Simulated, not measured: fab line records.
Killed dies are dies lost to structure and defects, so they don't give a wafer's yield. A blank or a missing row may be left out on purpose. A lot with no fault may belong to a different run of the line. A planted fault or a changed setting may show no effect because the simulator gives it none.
fab line records	flow n5-finfet
record: lots: 24	wafers: 72	last-day: 17
route steps=1938 shown BEOL_M4@1080 BEOL_M5@1128
lots that met no fault: from a run of the same line without faults
start-h: the number of hours between the record's first day and the start of the first shown wafer of the lot	wait-h: hours elapsed since this lot's preceding step	" as in the row above	L1.1+2: a row that stands for several wafers	- no value present, or no start provided	* or withheld: withheld	< > ~ a bound
route shown NAME@n: NAME is a module with steps in the file, n the number in the route of the first one	usual: the fault-free wafers' mean and standard deviation	same: alike in all rows	chamber/n: place in a boat	sites: the reading at each site	_std_site: the values' standard deviation	_edge_site: inner sites' mean taken away from outer sites' mean	radius-mm: for every site, how far away it sits from the centre of the wafer	mask NAME#n: copy n	behind: tool/chamber where the wafer was last shaped	hold: the reason the lot was held/the length of the hold in hours/how it ended	device: the transistor (n, p or np) that didn't switch	end of line: the tests these same wafers got at the end of their route	step lacking rows: just its recipe	killed: count of dies lost to structure and defects at first sort (not the wafer's yield)	map: dies across one wafer; x = killed, . = not, _ = none there
set.NAME: the setting that was run; set.NAME@STEP: the one run at that earlier step	model.NAME: the simulator's own value behind a step, which no gauge read
the route's steps for a sample of lots (tables are steps, rows are wafers)
== steps ==
step: N5_BEOL_M4_PRE_CLEAN_45
recipe: gas: H2/He	time-s: 30	temp-c: 250
usual: heater-power-w: 341/34
lot.wafer	tool	chamber	start-h	wait-h	heater-power-w
L074.2	pvd-sputter-03	-	164.44	0.0	309
L074.5	"	-	"	"	314
L074.6	"	-	"	"	350
L077.1	pvd-sputter-02	-	169.60	0.0	384
L077.3	"	-	"	"	319
L077.5	"	-	"	"	328
L075.3	pvd-sputter-02	-	169.69	0.0	311
L075.4	"	-	"	"	301
L075.5	"	-	"	"	325
L076.2	pvd-sputter-03	-	174.51	0.0	313
L076.4	"	-	"	"	308
L076.6	"	-	"	"	358
L079.1	pvd-sputter-02	-	195.83	0.0	377
L079.4	"	-	"	"	371
L079.6	"	-	"	"	364
L080.1	pvd-sputter-03	-	198.18	0.0	301
L080.3	"	-	"	"	309
L080.6	"	-	"	"	313
L078.1	pvd-sputter-01	-	199.43	0.0	367
L078.3	"	-	"	"	332
L078.6	"	-	"	"	373
L081.1	pvd-sputter-03	-	201.90	0.0	378
L081.4	"	-	"	"	299
L081.6	"	-	"	"	385
L082.1	pvd-sputter-02	-	202.88	0.0	318
L082.4	"	-	"	"	366
L082.6	"	-	"	"	300
L083.1	pvd-sputter-03	-	206.53	0.0	294
L083.2	"	-	"	"	312
L083.4	"	-	"	"	367
L084.3	pvd-sputter-02	-	211.16	0.0	301
L084.5	"	-	"	"	379
L084.6	"	-	"	"	363
L085.2	pvd-sputter-03	-	230.31	0.0	384
L085.4	"	-	"	"	348
L085.6	"	-	"	"	318
L086.1	pvd-sputter-03	-	233.71	0.0	315
L086.2	"	-	"	"	297
L086.4	"	-	"	"	382
L087.2	pvd-sputter-02	-	243.07	0.0	299
L087.5	"	-	"	"	321
L087.6	"	-	"	"	377
L088.2	pvd-sputter-02	-	248.16	0.0	394
L088.3	"	-	"	"	363
L088.5	"	-	"	"	380
L090.1	pvd-sputter-02	-	252.26	0.0	327
L090.3	"	-	"	"	306
L090.6	"	-	"	"	387
L089.2	pvd-sputter-02	-	259.05	0.0	320
L089.3	"	-	"	"	381
L089.6	"	-	"	"	361
L091.4	pvd-sputter-02	-	264.88	0.0	294
L091.5	"	-	"	"	317
L091.6	"	-	"	"	388
L092.1	pvd-sputter-03	-	267.35	0.0	353
L092.4	"	-	"	"	296
L092.6	"	-	"	"	387
L093.1	pvd-sputter-02	-	277.60	0.0	291
L093.4	"	-	"	"	354
L093.5	"	-	"	"	356
L094.2	pvd-sputter-03	-	282.77	0.0	359
L094.3	"	-	"	"	304
L094.4	"	-	"	"	387
L095.1	pvd-sputter-03	-	285.71	0.0	385
L095.3	"	-	"	"	305
L095.4	"	-	"	"	342
L096.2	pvd-sputter-01	-	298.05	0.0	285
L096.3	"	-	"	"	377
L096.6	"	-	"	"	364
L097.1	pvd-sputter-03	-	302.86	0.0	310
L097.4	"	-	"	"	384
L097.5	"	-	"	"	311
step: N5_BEOL_M5_INSPECT_13
recipe: mode: adi	inspect-instrument: brightfield
usual: raw-defect-count: 423/89
lot.wafer	tool	chamber	start-h	wait-h	raw-defect-count
L074.2	defect-inspect-02	-	170.21	0.0	434
L074.5	"	-	"	"	465
L074.6	"	-	"	"	445
L077.1	defect-inspect-02	-	175.43	0.1	371
L077.3	"	-	"	"	480
L077.5	"	-	"	"	326
L075.3	defect-inspect-02	-	175.66	0.0	583
L075.4	"	-	"	"	468
L075.5	"	-	"	"	438
L076.2	defect-inspect-02	-	180.44	0.0	506
L076.4	"	-	"	"	492
L076.6	"	-	"	"	471
L079.1	defect-inspect-01	-	202.20	0.1	478
L079.4	"	-	"	"	466
L079.6	"	-	"	"	382
L080.1	defect-inspect-02	-	203.67	0.1	475
L080.3	"	-	"	"	452
L080.6	"	-	"	"	455
L078.1	defect-inspect-02	-	206.09	0.1	433
L078.3	"	-	"	"	451
L078.6	"	-	"	"	391
L081.1	defect-inspect-01	-	211.10	0.1	401
L081.4	"	-	"	"	497
L081.6	"	-	"	"	629
L082.1	defect-inspect-01	-	211.22	0.1	563
L082.4	"	-	"	"	390
L082.6	"	-	"	"	494
L083.1	defect-inspect-02	-	213.86	0.1	473
L083.2	"	-	"	"	504
L083.4	"	-	"	"	549
L084.3	defect-inspect-01	-	217.93	0.0	298
L084.5	"	-	"	"	273
L084.6	"	-	"	"	285
L085.2	defect-inspect-01	-	237.28	0.0	292
L085.4	"	-	"	"	383
L085.6	"	-	"	"	323
L086.1	defect-inspect-01	-	239.73	0.1	419
L086.2	"	-	"	"	437
L086.4	"	-	"	"	392
L087.2	defect-inspect-02	-	251.55	0.0	448
L087.5	"	-	"	"	421
L087.6	"	-	"	"	352
L088.2	defect-inspect-02	-	254.71	0.1	636
L088.3	"	-	"	"	693
L088.5	"	-	"	"	381
L090.1	defect-inspect-01	-	259.33	0.1	452
L090.3	"	-	"	"	372
L090.6	"	-	"	"	338
L089.2	defect-inspect-02	-	266.70	0.0	453
L089.3	"	-	"	"	406
L089.6	"	-	"	"	373
L091.4	defect-inspect-02	-	272.43	0.0	371
L091.5	"	-	"	"	300
L091.6	"	-	"	"	477
L092.1	defect-inspect-02	-	275.00	0.1	479
L092.4	"	-	"	"	562
L092.6	"	-	"	"	421
L093.1	defect-inspect-01	-	283.73	0.1	445
L093.4	"	-	"	"	417
L093.5	"	-	"	"	418
L094.2	defect-inspect-01	-	290.65	0.0	415
L094.3	"	-	"	"	275
L094.4	"	-	"	"	306
L095.1	defect-inspect-02	-	292.26	0.1	388
L095.3	"	-	"	"	476
L095.4	"	-	"	"	461
L096.2	defect-inspect-02	-	303.82	0.0	566
L096.3	"	-	"	"	375
L096.6	"	-	"	"	360
L097.1	defect-inspect-01	-	309.16	0.1	300
L097.4	"	-	"	"	338
L097.5	"	-	"	"	327
step: N5_BEOL_M5_PRE_CLEAN_45
recipe: gas: H2/He	time-s: 30	temp-c: 250
usual: heater-power-w: 340/34
lot.wafer	tool	chamber	start-h	wait-h	heater-power-w
L074.2	pvd-sputter-01	-	174.43	0.0	316
L074.5	"	-	"	"	329
L074.6	"	-	"	"	374
L075.3	pvd-sputter-03	-	179.26	0.0	302
L075.4	"	-	"	"	355
L075.5	"	-	"	"	388
L077.1	pvd-sputter-01	-	179.39	0.0	369
L077.3	"	-	"	"	384
L077.5	"	-	"	"	369
L076.2	pvd-sputter-02	-	184.89	0.0	362
L076.4	"	-	"	"	320
L076.6	"	-	"	"	324
L079.1	pvd-sputter-03	-	205.05	0.0	389
L079.4	"	-	"	"	349
L079.6	"	-	"	"	355
L080.1	pvd-sputter-03	-	206.45	0.0	315
L080.3	"	-	"	"	387
L080.6	"	-	"	"	307
L078.1	pvd-sputter-02	-	211.40	0.0	395
L078.3	"	-	"	"	307
L078.6	"	-	"	"	388
L081.1	pvd-sputter-01	-	213.91	0.0	371
L081.4	"	-	"	"	291
L081.6	"	-	"	"	373
L082.1	pvd-sputter-01	-	214.31	0.0	366
L082.4	"	-	"	"	320
L082.6	"	-	"	"	372
L083.1	pvd-sputter-02	-	218.47	0.0	358
L083.2	"	-	"	"	303
L083.4	"	-	"	"	324
L084.3	pvd-sputter-03	-	221.15	0.0	305
L084.5	"	-	"	"	300
L084.6	"	-	"	"	380
L085.2	pvd-sputter-02	-	239.30	0.0	303
L085.4	"	-	"	"	388
L085.6	"	-	"	"	385
L086.1	pvd-sputter-02	-	242.91	0.0	360
L086.2	"	-	"	"	298
L086.4	"	-	"	"	323
L087.2	pvd-sputter-03	-	253.52	0.0	298
L087.5	"	-	"	"	311
L087.6	"	-	"	"	353
L088.2	pvd-sputter-03	-	260.22	0.0	346
L088.3	"	-	"	"	381
L088.5	"	-	"	"	356
L090.1	pvd-sputter-01	-	263.63	0.0	282
L090.3	"	-	"	"	371
L090.6	"	-	"	"	381
L089.2	pvd-sputter-03	-	269.41	0.0	385
L089.3	"	-	"	"	306
L089.6	"	-	"	"	351
L091.4	pvd-sputter-01	-	274.69	0.0	291
L091.5	"	-	"	"	281
L091.6	"	-	"	"	390
L092.1	pvd-sputter-03	-	278.19	0.0	391
L092.4	"	-	"	"	355
L092.6	"	-	"	"	348
L093.1	pvd-sputter-01	-	286.16	0.0	375
L093.4	"	-	"	"	294
L093.5	"	-	"	"	379
L094.2	pvd-sputter-02	-	292.70	0.0	361
L094.3	"	-	"	"	394
L094.4	"	-	"	"	304
L095.1	pvd-sputter-03	-	297.81	0.0	383
L095.3	"	-	"	"	291
L095.4	"	-	"	"	313
L096.2	pvd-sputter-03	-	307.70	0.0	325
L096.3	"	-	"	"	349
L096.6	"	-	"	"	355
L097.1	pvd-sputter-01	-	312.80	0.0	372
L097.4	"	-	"	"	283
L097.5	"	-	"	"	332
step: N5_BEOL_M5_SPUTTER_81
recipe: material: Cu	target-thk-a: 150	temp-c: -20	chamber-pressure-pa: 0.07	power-w: withheld	time-s: 27.62
usual: chuck-gas-flow-sccm: 1.26/0.054	throttle-valve-pct: 29.8/1.3
lot.wafer	tool	chamber	start-h	wait-h	chuck-gas-flow-sccm	throttle-valve-pct
L074.2	pvd-sputter-02	-	176.13	0.5	1.34	29.8
L074.5	"	-	"	"	1.23	28.0
L074.6	"	-	"	"	1.29	29.5
L075.3	pvd-sputter-03	-	181.14	0.5	1.17	29.6
L075.4	"	-	"	"	1.26	27.9
L075.5	"	-	"	"	1.33	31.3
L077.1	pvd-sputter-01	-	181.27	0.5	1.29	31.3
L077.3	"	-	"	"	1.21	29.3
L077.5	"	-	"	"	1.19	29.0
L076.2	pvd-sputter-02	-	186.51	0.5	1.26	30.1
L076.4	"	-	"	"	1.26	29.7
L076.6	"	-	"	"	1.18	29.7
L079.1	pvd-sputter-02	-	206.80	0.5	1.28	29.4
L079.4	"	-	"	"	1.24	29.6
L079.6	"	-	"	"	1.24	27.8
L080.1	pvd-sputter-03	-	208.05	0.5	1.23	27.9
L080.3	"	-	"	"	1.18	32.0
L080.6	"	-	"	"	1.27	31.4
L078.1	pvd-sputter-02	-	213.19	0.5	1.25	29.8
L078.3	"	-	"	"	1.25	27.8
L078.6	"	-	"	"	1.26	30.0
L081.1	pvd-sputter-01	-	215.58	0.5	1.26	31.1
L081.4	"	-	"	"	1.27	28.1
L081.6	"	-	"	"	1.17	31.3
L082.1	pvd-sputter-03	-	216.73	0.5	1.25	28.1
L082.4	"	-	"	"	1.26	29.7
L082.6	"	-	"	"	1.29	31.3
L083.1	pvd-sputter-01	-	220.40	0.5	1.28	29.3
L083.2	"	-	"	"	1.26	31.1
L083.4	"	-	"	"	1.29	30.1
L084.3	pvd-sputter-03	-	222.93	0.5	1.31	32.2
L084.5	"	-	"	"	1.19	29.7
L084.6	"	-	"	"	1.12	32.1
L085.2	pvd-sputter-03	-	240.97	0.5	1.29	29.8
L085.4	"	-	"	"	1.23	31.5
L085.6	"	-	"	"	1.26	28.1
L086.1	pvd-sputter-02	-	244.70	0.5	1.25	29.7
L086.2	"	-	"	"	1.35	27.8
L086.4	"	-	"	"	1.41	29.4
L087.2	pvd-sputter-03	-	255.37	0.5	1.31	32.0
L087.5	"	-	"	"	1.25	31.9
L087.6	"	-	"	"	1.28	29.8
L088.2	pvd-sputter-03	-	261.89	0.5	1.38	29.7
L088.3	"	-	"	"	1.32	31.5
L088.5	"	-	"	"	1.32	31.3
L090.1	pvd-sputter-01	-	265.58	0.5	1.28	29.3
L090.3	"	-	"	"	1.28	31.2
L090.6	"	-	"	"	1.25	30.4
L089.2	pvd-sputter-02	-	271.17	0.5	1.24	29.7
L089.3	"	-	"	"	1.21	29.5
L089.6	"	-	"	"	1.34	29.4
L091.4	pvd-sputter-01	-	276.35	0.5	1.17	31.1
L091.5	"	-	"	"	1.20	30.2
L091.6	"	-	"	"	1.18	28.5
L092.1	pvd-sputter-01	-	280.82	0.5	1.19	31.0
L092.4	"	-	"	"	1.37	28.3
L092.6	"	-	"	"	1.34	31.3
L093.1	pvd-sputter-02	-	289.02	0.5	1.20	27.9
L093.4	"	-	"	"	1.21	29.7
L093.5	"	-	"	"	1.23	29.8
L094.2	pvd-sputter-01	-	294.55	0.5	1.19	29.0
L094.3	"	-	"	"	1.20	28.4
L094.4	"	-	"	"	1.29	31.3
L095.1	pvd-sputter-03	-	299.48	0.5	1.26	31.5
L095.3	"	-	"	"	1.31	32.1
L095.4	"	-	"	"	1.19	29.4
L096.2	pvd-sputter-03	-	309.35	0.5	1.35	32.4
L096.3	"	-	"	"	1.12	28.0
L096.6	"	-	"	"	1.21	32.3
L097.1	pvd-sputter-01	-	314.39	0.5	1.29	28.6
L097.4	"	-	"	"	1.22	31.2
L097.5	"	-	"	"	1.28	28.8
step: N5_BEOL_M5_ANNEAL_84
recipe: temp-c: 400	time-s: 1800	ambient: vacuum
usual: heater-power-w: 848/84
lot.wafer	tool	chamber	start-h	wait-h	heater-power-w
L074.2	pvd-sputter-02	-	177.30	0.0	954
L074.5	"	-	"	"	801
L074.6	"	-	"	"	733
L075.3	pvd-sputter-03	-	182.30	0.0	934
L075.4	"	-	"	"	775
L075.5	"	-	"	"	895
L077.1	pvd-sputter-01	-	182.44	0.0	930
L077.3	"	-	"	"	807
L077.5	"	-	"	"	791
L076.2	pvd-sputter-02	-	187.68	0.0	963
L076.4	"	-	"	"	752
L076.6	"	-	"	"	763
L079.1	pvd-sputter-02	-	207.96	0.0	969
L079.4	"	-	"	"	915
L079.6	"	-	"	"	813
L080.1	pvd-sputter-03	-	209.22	0.0	776
L080.3	"	-	"	"	742
L080.6	"	-	"	"	888
L078.1	pvd-sputter-02	-	214.36	0.0	958
L078.3	"	-	"	"	810
L078.6	"	-	"	"	974
L081.1	pvd-sputter-01	-	216.74	0.0	929
L081.4	"	-	"	"	735
L081.6	"	-	"	"	925
L082.1	pvd-sputter-03	-	217.89	0.0	795
L082.4	"	-	"	"	960
L082.6	"	-	"	"	886
L083.1	pvd-sputter-01	-	221.57	0.0	799
L083.2	"	-	"	"	922
L083.4	"	-	"	"	945
L084.3	pvd-sputter-03	-	224.10	0.0	758
L084.5	"	-	"	"	953
L084.6	"	-	"	"	758
L085.2	pvd-sputter-03	-	242.13	0.0	965
L085.4	"	-	"	"	882
L085.6	"	-	"	"	804
L086.1	pvd-sputter-02	-	245.87	0.0	733
L086.2	"	-	"	"	789
L086.4	"	-	"	"	912
L087.2	pvd-sputter-03	-	256.53	0.0	741
L087.5	"	-	"	"	729
L087.6	"	-	"	"	961
L088.2	pvd-sputter-03	-	263.05	0.0	943
L088.3	"	-	"	"	891
L088.5	"	-	"	"	880
L090.1	pvd-sputter-01	-	266.75	0.0	811
L090.3	"	-	"	"	921
L090.6	"	-	"	"	913
L089.2	pvd-sputter-02	-	272.34	0.0	973
L089.3	"	-	"	"	895
L089.6	"	-	"	"	908
L091.4	pvd-sputter-01	-	277.52	0.0	928
L091.5	"	-	"	"	933
L091.6	"	-	"	"	717
L092.1	pvd-sputter-01	-	281.99	0.0	949
L092.4	"	-	"	"	709
L092.6	"	-	"	"	927
L093.1	pvd-sputter-02	-	290.19	0.0	791
L093.4	"	-	"	"	750
L093.5	"	-	"	"	974
L094.2	pvd-sputter-01	-	295.71	0.0	813
L094.3	"	-	"	"	719
L094.4	"	-	"	"	921
L095.1	pvd-sputter-03	-	300.65	0.0	898
L095.3	"	-	"	"	748
L095.4	"	-	"	"	974
L096.2	pvd-sputter-03	-	310.51	0.0	742
L096.3	"	-	"	"	779
L096.6	"	-	"	"	764
L097.1	pvd-sputter-01	-	315.55	0.0	731
L097.4	"	-	"	"	939
L097.5	"	-	"	"	799
step: N5_BEOL_M5_SPUTTER_88
recipe: material: Cu	target-thk-a: 150	temp-c: -20	chamber-pressure-pa: 0.07	power-w: withheld	time-s: 27.62
usual: chuck-gas-flow-sccm: 1.26/0.047	throttle-valve-pct: 29.8/1.3
lot.wafer	tool	chamber	start-h	wait-h	chuck-gas-flow-sccm	throttle-valve-pct
L074.2	pvd-sputter-02	-	178.30	0.5	1.22	29.7
L074.5	"	-	"	"	1.19	27.6
L074.6	"	-	"	"	1.31	29.8
L075.3	pvd-sputter-03	-	183.31	0.5	1.34	30.1
L075.4	"	-	"	"	1.32	27.9
L075.5	"	-	"	"	1.37	31.3
L077.1	pvd-sputter-01	-	183.44	0.5	1.18	31.1
L077.3	"	-	"	"	1.28	29.2
L077.5	"	-	"	"	1.22	29.1
L076.2	pvd-sputter-02	-	188.69	0.5	1.29	29.8
L076.4	"	-	"	"	1.27	29.5
L076.6	"	-	"	"	1.22	29.3
L079.1	pvd-sputter-02	-	208.97	0.5	1.26	29.8
L079.4	"	-	"	"	1.35	29.5
L079.6	"	-	"	"	1.31	27.8
L080.1	pvd-sputter-03	-	210.22	0.5	1.25	27.7
L080.3	"	-	"	"	1.28	32.3
L080.6	"	-	"	"	1.27	31.3
L078.1	pvd-sputter-02	-	215.36	0.5	1.29	29.8
L078.3	"	-	"	"	1.37	27.9
L078.6	"	-	"	"	1.29	30.0
L081.1	pvd-sputter-01	-	217.75	0.5	1.32	31.5
L081.4	"	-	"	"	1.22	28.1
L081.6	"	-	"	"	1.31	31.2
L082.1	pvd-sputter-03	-	218.90	0.5	1.18	28.0
L082.4	"	-	"	"	1.30	29.8
L082.6	"	-	"	"	1.24	31.6
L083.1	pvd-sputter-01	-	222.58	0.5	1.26	29.2
L083.2	"	-	"	"	1.17	31.2
L083.4	"	-	"	"	1.23	30.2
L084.3	pvd-sputter-03	-	225.11	0.5	1.28	32.4
L084.5	"	-	"	"	1.28	29.6
L084.6	"	-	"	"	1.24	32.3
L085.2	pvd-sputter-03	-	243.14	0.5	1.28	30.0
L085.4	"	-	"	"	1.33	31.1
L085.6	"	-	"	"	1.25	28.0
L086.1	pvd-sputter-02	-	246.87	0.5	1.21	29.6
L086.2	"	-	"	"	1.33	28.1
L086.4	"	-	"	"	1.26	29.6
L087.2	pvd-sputter-03	-	257.54	0.5	1.27	32.1
L087.5	"	-	"	"	1.31	32.2
L087.6	"	-	"	"	1.24	29.7
L088.2	pvd-sputter-03	-	264.06	0.5	1.19	30.0
L088.3	"	-	"	"	1.30	31.5
L088.5	"	-	"	"	1.29	31.6
L090.1	pvd-sputter-01	-	267.75	0.5	1.32	29.3
L090.3	"	-	"	"	1.29	31.2
L090.6	"	-	"	"	1.23	30.2
L089.2	pvd-sputter-02	-	273.34	0.5	1.22	29.8
L089.3	"	-	"	"	1.32	29.3
L089.6	"	-	"	"	1.39	29.3
L091.4	pvd-sputter-01	-	278.53	0.5	1.23	31.1
L091.5	"	-	"	"	1.29	30.2
L091.6	"	-	"	"	1.20	28.4
L092.1	pvd-sputter-01	-	282.99	0.5	1.27	31.3
L092.4	"	-	"	"	1.20	28.4
L092.6	"	-	"	"	1.37	31.3
L093.1	pvd-sputter-02	-	291.20	0.5	1.28	28.3
L093.4	"	-	"	"	1.25	29.5
L093.5	"	-	"	"	1.24	29.7
L094.2	pvd-sputter-01	-	296.72	0.5	1.22	29.2
L094.3	"	-	"	"	1.32	28.5
L094.4	"	-	"	"	1.21	30.9
L095.1	pvd-sputter-03	-	301.65	0.5	1.32	31.6
L095.3	"	-	"	"	1.33	32.3
L095.4	"	-	"	"	1.28	29.7
L096.2	pvd-sputter-03	-	311.52	0.5	1.27	32.1
L096.3	"	-	"	"	1.24	28.0
L096.6	"	-	"	"	1.22	32.0
L097.1	pvd-sputter-01	-	316.56	0.5	1.27	28.2
L097.4	"	-	"	"	1.21	31.3
L097.5	"	-	"	"	1.30	28.9
== key ==
fault none
